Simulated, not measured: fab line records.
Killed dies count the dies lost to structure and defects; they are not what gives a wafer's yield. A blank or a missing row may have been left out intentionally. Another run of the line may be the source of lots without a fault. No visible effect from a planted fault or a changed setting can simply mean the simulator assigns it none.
Matching of chambers ; flow n5 finfet ; N5_HKMG_FIN_HK_ALD_01 on ald hk-01 has 4 sister chambers
The step deposits HfO2, target thk 1.6 nm, pulse time 3 s, purge time 3 s. 4 wafers are shown with their chamber, then 11 later ones without.

WAFERS, EACH WITH ITS CHAMBER
wafer;chamber;precursor pulse height rel
L085.2;3;0.998
L085.6;0;1.004
L089.5;2;0.978
L090.2;1;1.025

WAFERS WITHOUT THEIR CHAMBER
wafer;precursor pulse height rel
L090.3;0.980
L090.6;1.003
L091.3;1.007
L091.4;0.985
L091.6;1.007
L092.3;0.973
L092.5;1.005
L092.6;0.989
L095.1;0.971
L095.3;0.976
L095.6;1.006

WHICH CHAMBER EACH ONE RAN IN
wafer;from the rows above;in truth
L090.3;2;2
L090.6;can't be placed: 0 or 3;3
L091.3;can't be placed: 0 or 3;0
L091.4;can't be placed: 2 or 3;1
L091.6;can't be placed: 0 or 3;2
L092.3;2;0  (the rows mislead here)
L092.5;can't be placed: 0 or 3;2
L092.6;can't be placed: 3 or 2 or 0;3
L095.1;2;2
L095.3;2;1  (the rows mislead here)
L095.6;can't be placed: 0 or 3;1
Placed correctly: 2 of 11. Unplaceable from these rows: 7, with the true chamber sitting among the candidates in 3. Wrongly placed: 2.
How it was worked out, from the rows above alone: a wafer's distance from a chamber is the root of the sum, over the readings, of the square of ((its reading less the chamber's mean) divided by the reading's scatter). If the next closest chamber is less than 2 further off than the closest, the wafer can't be placed; otherwise it belongs to the closest. Each chamber's mean is taken over the wafers shown for it. The scatter (one wafer shown for each chamber): square how far every hidden wafer sits from the nearest shown wafer, average those squares and take the square root.
